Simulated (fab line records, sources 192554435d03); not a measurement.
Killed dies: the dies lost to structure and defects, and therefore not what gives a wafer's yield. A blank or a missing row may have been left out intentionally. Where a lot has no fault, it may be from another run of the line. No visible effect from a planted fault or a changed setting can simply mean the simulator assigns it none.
Struck lot and sound lot, side by side -- flow n5Finfet -- 15 out of 1938 route steps
Sound: the wafers L927.1, L927.4, L927.5. Struck: wafer L940.4; the same lot's L940.3 was not struck, so it is left out; see the end for the cause.
Order at every step that has rows: each side's tool, ch and its chambers, its first start. Under that, the readings that differ: sound wafers -- struck wafers -- difference of the means -- sigmas: that difference in standard deviations of wafers without a fault.
alike: readings with means less than 2 such deviations apart, plus words and numbers identical on both sides. not compared: withheld readings, readings lacking a value on some wafer, bounds such as >300 that could conceal the same value, and numbers that have no deviation in the record and whose values overlap.
Wherever a step has rows on one side only, a row that says differs or no value, or a row with sigmas, the two part there. Numbers that don't overlap but have no deviation are shown without sigmas and don't part them. A reading that every wafer of one side lacks parts them only if that side has two wafers or more.

N5_SD_ACTIVATION_LSA_01: time 0.0008 s.
  sound on laserAnneal-02 ch 0, day 4 15:49; struck on laserAnneal-01 ch 0, day 8 02:05
  alike: wafer_temp_C_max
N5_SD_ACTIVATION_RS_MEAS_03: measures by four-point-probe.
  sound: filmMetro-01 at day 4 16:02; struck: filmMetro-02 at day 8 02:16
reading,sound,struck,difference,sigmas
RS_SD_N (ohm/sq),21.63 21.49 21.37,22.18,+0.68,+3
RS_SD_P (ohm/sq),54.9 54.8 54.7,56.7,+1.9,+2
N5_SD_ACTIVATION_INSPECT_02: inspects for defects (darkfield).
  sound: defectInspect-02 at day 4 16:21; struck: defectInspect-02 at day 8 02:33
  alike: rawDefectCount
N5_ILD0_LINER_00: material SiNx, target thk 4 nm, pulse time 1 s, purge time 2 s.
  sound on aldSin-02 ch 0,1,2, day 4 16:23; struck on aldSin-02 ch 0, day 8 02:35
  alike: heaterPowerW, precursorPulseHeightRel
then, 2 steps without rows for these wafers: N5_ILD0_FCVD_FILL_01 (material SiO2 flowable, target thk 200 nm, time 328.3 s); N5_ILD0_CURE_02 (time 1800 s).
N5_ILD0_CMP_03: polishes, stops on SiNx, t overpolish 1.9 s, target thk 197.38 nm.
  sound on cmp-03 ch 1,2, day 4 18:47; struck on cmp-02 ch 3, day 8 04:58
  alike: edgeZonePressureFrac, motorCurrentA, overpolishRunS, timeToEndpointS
N5_ILD0_THK_MEAS_04:
  sound: filmMetro-01 at day 4 19:03; struck: filmMetro-01 at day 8 05:16
  alike: thkNm
N5_ILD0_CMP_07: polishes SiO2 flowable, stops on poly-Si, t overpolish 1.18 s, target thk 138.88 nm.
  sound on cmp-04 ch 1,2,3, day 4 19:10; struck on cmp-03 ch 3, day 8 05:20
reading,sound,struck,difference,sigmas
motorCurrentA (A),13.7 14.0 11.1,15.4,+2.5,+2
  alike: edgeZonePressureFrac
N5_ILD0_THK_MEAS_08:
  sound: filmMetro-01 at day 4 19:22; struck: filmMetro-02 at day 8 05:35
  alike: thkNm
then, 1 step without rows for these wafers: N5_ILD0_PRECLEAN_10 (cleans in NF3:NH3, afs cycles 5, time 20 s, sublimation time 60 s).
N5_ILD0_ALD_15: deposits SiNx, target thk 24 nm, pulse time 1 s, ald cycles 480.
  sound on aldSin-04 ch 2,3, day 4 21:37; struck on aldSin-02 ch 2, day 8 06:32
reading,sound,struck,difference,sigmas
aldCycles,480 480 480,603,+123,
model.SiNx_of_ILD0_ALD_15.thkNm (nm),24 24 24.2,30,+6,
  alike: heaterPowerW, precursorPulseHeightRel
N5_ILD0_CMP_12: polishes SiNx, stops on poly-Si, t overpolish 6 s, target thk 17.67 nm.
  sound on cmp-04 ch 1,2, day 4 23:49; struck on cmp-02 ch 1, day 8 08:46
reading,sound,struck,difference,sigmas
timeToEndpointS (s),28.7 28.5 27.4,34.7,+6.5,+2
  alike: edgeZonePressureFrac, motorCurrentA
N5_ILD0_THK_MEAS_13:
  sound: filmMetro-02 at day 5 00:07; struck: filmMetro-01 at day 8 09:01
  alike: thkNm
-- the record jumps here: 4 days lie between the struck wafers' starts before and after (it left off in module ILD0 and takes up again in module BEOL_M4, whose first step shown is number 1111 of the route) --
N5_BEOL_M4_RC_MEAS_101:
  sound on prober-02 ch 0, day 9 22:43; struck on prober-02 ch 0, day 12 20:58
reading,sound,struck,difference,sigmas
IOFF_P (nA/um),0.15 0.19 0.18,0.27,+0.10,+2
SS_P (mV/dec),72.5 74.1 72.7,74.6,+1.5,+2
VT_P (mV),-255 -255 -257,-244,+12,+3
  alike: DIBL_N, DIBL_P, IOFF_N, ION_N, ION_P, SS_N, VT_N

## WHERE THEY PART
Earliest at N5_SD_ACTIVATION_RS_MEAS_03; latest, in this record, at N5_BEOL_M4_RC_MEAS_101.

WHY: whatever the simulator had introduced
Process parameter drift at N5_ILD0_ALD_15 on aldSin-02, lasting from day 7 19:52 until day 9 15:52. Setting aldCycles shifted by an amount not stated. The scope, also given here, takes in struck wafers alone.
